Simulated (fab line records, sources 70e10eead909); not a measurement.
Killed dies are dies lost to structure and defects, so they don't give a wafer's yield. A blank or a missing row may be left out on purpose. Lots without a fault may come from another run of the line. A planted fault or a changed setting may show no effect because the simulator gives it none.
Which tool did it? | flow nand_harc | 13 lots, 39 wafers sampled, at 5 steps of a route of 1302

WHAT THE GAUGES READ, wafer by wafer
NHARC_END_SORT_01.
lot  | measured     | on        | killed_at_array | killed_at_other | killed_at_periphery | killed_dies | killed_open | killed_short
L254 | day 24 06:38 | prober-02 | 37 50 36        | 1 0 1           | 9 7 8               | 47 57 45    | 0 6 4       | 1 3 1
L255 | day 25 00:14 | prober-01 | 66 70 72        | 0 1 0           | 2 3 2               | 68 74 74    | 2 2 1       | 1 3 2
L261 | day 27 07:25 | prober-01 | 47 62 57        | 1 1 1           | 5 1 5               | 53 64 63    | 3 0 1       | 0 0 3
L260 | day 27 16:29 | prober-02 | 47 46 51        | 0 3 4           | 5 6 7               | 52 55 62    | 3 2 4       | 1 2 3
L263 | day 28 06:38 | prober-02 | 57 51 54        | 2 4 1           | 8 14 4              | 67 69 59    | 9 7 6       | 5 3 2
L268 | day 30 09:41 | prober-01 | 37 49 43        | 0 0 0           | 5 1 3               | 42 50 46    | 5 5 4       | 3 5 2
L267 | day 30 20:06 | prober-02 | 59 52 52        | 1 0 2           | 2 2 1               | 62 54 55    | 4 5 2       | 3 1 1
L269 | day 31 04:52 | prober-01 | 66 66 64        | 6 3 4           | 3 1 1               | 75 70 69    | 4 0 2       | 4 2 4
L271 | day 31 12:39 | prober-01 | 52 58 52        | 0 1 0           | 3 4 8               | 55 63 60    | 5 4 4       | 0 1 0
L273 | day 32 02:43 | prober-02 | 38 38 43        | 0 0 0           | 0 6 1               | 38 44 44    | 3 3 6       | 2 6 6
L275 | day 32 22:58 | prober-02 | 44 50 56        | 1 2 2           | 3 1 4               | 48 53 62    | 3 4 5       | 6 6 5
L277 | day 33 10:28 | prober-01 | 56 66 59        | 0 0 0           | 4 8 3               | 60 74 62    | 4 3 5       | 2 1 2
L276 | day 33 09:40 | prober-02 | 75 61 66        | 0 0 0           | 3 4 3               | 78 65 69    | 1 3 3       | 3 4 2

WHICH TOOL RAN EACH LOT (tool, then ch and the chambers of the sampled wafers, then the start)
lot  | NHARC_A_STAIRCASE_ETCH_271         | NHARC_A_STAIRCASE_ETCH_273                    | NHARC_A_STAIRCASE_HM_DEP_459  | NHARC_A_STAIRCASE_DEP_301
L254 | rie_diel-11 ch 0,1,2, day 16 07:57 | rie_diel-11 ch 0,1,2, day 16 12:26 or earlier | acl_dep-03 ch 0, day 16 12:26 | pecvd-04 ch 0,2, day 16 20:33
L255 | rie_diel-11 ch 1,2,3, day 16 19:46 | rie_diel-11 ch 0,1,3, day 17 01:04 or earlier | acl_dep-03 ch 0, day 17 01:04 | pecvd-02 ch 1,2, day 17 07:40
L261 | rie_diel-02 ch 1,3, day 19 08:26   | rie_diel-02 ch 0,1, day 19 14:03 or earlier   | acl_dep-01 ch 0, day 19 14:03 | pecvd-03 ch 1,2, day 19 22:46
L260 | rie_diel-10 ch 1,2,3, day 19 09:47 | rie_diel-10 ch 0,1,2, day 19 16:26 or earlier | acl_dep-02 ch 0, day 19 16:26 | pecvd-02 ch 0,1,2, day 20 04:50
L263 | rie_diel-11 ch 1,3, day 20 06:21   | rie_diel-11 ch 0,1,3, day 20 11:42 or earlier | acl_dep-01 ch 0, day 20 11:42 | pecvd-02 ch 0,1, day 20 19:07
L268 | rie_diel-11 ch 0,2,3, day 22 08:20 | rie_diel-11 ch 0,1,3, day 22 11:19 or earlier | acl_dep-01 ch 0, day 22 11:19 | pecvd-04 ch 0,2, day 22 18:38
L267 | rie_diel-02 ch 0,1,3, day 22 17:47 | rie_diel-02 ch 1,2, day 22 22:07 or earlier   | acl_dep-03 ch 0, day 22 22:07 | pecvd-04 ch 1,2, day 23 07:16
L269 | rie_diel-11 ch 0,1,2, day 23 01:26 | rie_diel-11 ch 0,2,3, day 23 05:49 or earlier | acl_dep-02 ch 0, day 23 05:49 | pecvd-02 ch 1,2, day 23 15:41
L271 | rie_diel-11 ch 0,1,3, day 23 14:10 | rie_diel-11 ch 0,3, day 23 17:53 or earlier   | acl_dep-01 ch 0, day 23 17:53 | pecvd-04 ch 0,1, day 24 02:18
L273 | rie_diel-11 ch 1,2, day 24 06:41   | rie_diel-11 ch 0,1,3, day 24 10:25 or earlier | acl_dep-03 ch 0, day 24 10:25 | pecvd-02 ch 0,1,2, day 24 16:40
L275 | rie_diel-10 ch 0,2,3, day 24 23:44 | rie_diel-10 ch 1,2, day 25 04:16 or earlier   | acl_dep-01 ch 0, day 25 04:16 | pecvd-02 ch 1,2, day 25 11:20
L277 | rie_diel-11 ch 1,3, day 25 16:38   | rie_diel-11 ch 0,1,2, day 25 22:37 or earlier | acl_dep-02 ch 0, day 25 22:37 | pecvd-02 ch 0,2, day 26 05:56
L276 | rie_diel-02 ch 1,2, day 25 17:28   | rie_diel-02 ch 0,2,3, day 25 22:48 or earlier | acl_dep-03 ch 0, day 25 22:48 | pecvd-03 ch 0,1,2, day 26 08:04
- NHARC_A_STAIRCASE_ETCH_271: etches the open film in CF4/CHF3.
- NHARC_A_STAIRCASE_ETCH_273: etches the open film in C4F8/O2/Ar, target depth 10200 nm, time 2468.6 s.
- NHARC_A_STAIRCASE_HM_DEP_459: deposits aC, target thk 1500 nm.
- NHARC_A_STAIRCASE_DEP_301: deposits SiON, target thk 30 nm.

WHAT THE TOOLS THEMSELVES READ (means of the sampled wafers that have a number; where no wafer has one, the mark that the record gives instead)
NHARC_A_STAIRCASE_ETCH_271.
lot  | tool        | drypump_motor_current_A (A) | oes_product_au (a.u.) | rf_vpp_V (V) | showerhead_plenum_p_Torr (Torr) | throttle_valve_pct (%)
L254 | rie_diel-11 | 5.6                         | 0.937                 | 370.9        | 1.58                            | 16.803
L255 | rie_diel-11 | 5.9                         | 0.942                 | 369.2        | 1.52                            | 16.795
L261 | rie_diel-02 | 5.3                         | 0.930                 | 371.8        | 1.59                            | 16.796
L260 | rie_diel-10 | 6.1                         | 0.968                 | 372.4        | 1.61                            | 16.802
L263 | rie_diel-11 | 5.9                         | 0.947                 | 369.3        | 1.53                            | 16.807
L268 | rie_diel-11 | 5.9                         | 0.957                 | 372.1        | 1.62                            | 16.809
L267 | rie_diel-02 | 5.5                         | 0.926                 | 369.8        | 1.56                            | 16.804
L269 | rie_diel-11 | 5.6                         | 0.955                 | 373.2        | 1.65                            | 16.806
L271 | rie_diel-11 | 5.6                         | 0.971                 | 370.4        | 1.58                            | 16.803
L273 | rie_diel-11 | 5.8                         | 0.978                 | 373.4        | 1.66                            | 16.794
L275 | rie_diel-10 | 5.8                         | 0.947                 | 372.2        | 1.64                            | 16.802
L277 | rie_diel-11 | 5.9                         | 0.930                 | 369.0        | 1.52                            | 16.797
L276 | rie_diel-02 | 5.9                         | 0.967                 | 372.4        | 1.62                            | 16.800

NHARC_A_STAIRCASE_ETCH_273.
lot  | tool        | oes_product_au (a.u.) | rf_vpp_V (V)
L254 | rie_diel-11 | 0.932                 | 1828
L255 | rie_diel-11 | 0.934                 | 1829
L261 | rie_diel-02 | 0.928                 | 1831
L260 | rie_diel-10 | 0.936                 | 1833
L263 | rie_diel-11 | 0.938                 | 1829
L268 | rie_diel-11 | 0.938                 | 1828
L267 | rie_diel-02 | 0.927                 | 1836
L269 | rie_diel-11 | 0.944                 | 1833
L271 | rie_diel-11 | 0.920                 | 1821
L273 | rie_diel-11 | 0.937                 | 1828
L275 | rie_diel-10 | 0.933                 | 1824
L277 | rie_diel-11 | 0.932                 | 1838
L276 | rie_diel-02 | 0.925                 | 1822

NHARC_A_STAIRCASE_HM_DEP_459.
lot  | tool       | throttle_valve_pct (%)
L254 | acl_dep-03 | 35.001
L255 | acl_dep-03 | 34.999
L261 | acl_dep-01 | 34.998
L260 | acl_dep-02 | 35.001
L263 | acl_dep-01 | 34.996
L268 | acl_dep-01 | 35.007
L267 | acl_dep-03 | 34.995
L269 | acl_dep-02 | 34.997
L271 | acl_dep-01 | 35.008
L273 | acl_dep-03 | 34.997
L275 | acl_dep-01 | 35.001
L277 | acl_dep-02 | 35.001
L276 | acl_dep-03 | 34.996

NHARC_A_STAIRCASE_DEP_301.
lot  | tool     | heater_power_w (W) | rf_fwd_power_W (W) | showerhead_vpp_V (V)
L254 | pecvd-04 | 738                | 348.2              | 1230
L255 | pecvd-02 | 699                | 347.9              | 1217
L261 | pecvd-03 | 674                | 348.8              | 1169
L260 | pecvd-02 | 720                | 302.8              | 1119
L263 | pecvd-02 | 687                | 301.7              | 1059
L268 | pecvd-04 | 720                | 349.9              | 1227
L267 | pecvd-04 | 830                | 349.5              | 1195
L269 | pecvd-02 | 783                | 348.3              | 1200
L271 | pecvd-04 | 642                | 349.0              | 1219
L273 | pecvd-02 | 672                | 348.6              | 1219
L275 | pecvd-02 | 784                | 349.2              | 1218
L277 | pecvd-02 | 687                | 348.5              | 1210
L276 | pecvd-03 | 716                | 349.6              | 1196

THE ANSWER, worked out from the rows above alone
Rule: what is usual is taken from the lots themselves. Put in order of their means at a reading, lots are off if they are a third of the lots or fewer, leave a main group of 4 or more, and stand apart from it by a gap of 3 or more times the standard deviation of the main group's means; of several such gaps the widest counts. A main group whose means are all the same, to the digits that the tables above print for the reading, isn't used. A lot without any number at a reading at which 4 lots or more have one is off too. The other lots that the step has rows for count as sound. The gauges are gone through in route order, then the tools' own readings, and for those a lot's mean is taken as printed above. The first step at which some lot is off is used, and at that step the reading that is off furthest; a lot without a number counts as furthest.
Off: L260, L263, at NHARC_A_STAIRCASE_DEP_301 (rf_fwd_power_W). The main group: mean 348.9 W, standard deviation 0.61.
A tool fits if, at that step or a process step before it, it ran every lot that is off, and no sound lot after the first of them. NHARC_A_STAIRCASE_ETCH_273 gives no start for some lots, so the hours and the order of its lots are those of NHARC_A_STAIRCASE_HM_DEP_459. None of those tried fits.

WHAT THE SIMULATOR HAD PUT IN
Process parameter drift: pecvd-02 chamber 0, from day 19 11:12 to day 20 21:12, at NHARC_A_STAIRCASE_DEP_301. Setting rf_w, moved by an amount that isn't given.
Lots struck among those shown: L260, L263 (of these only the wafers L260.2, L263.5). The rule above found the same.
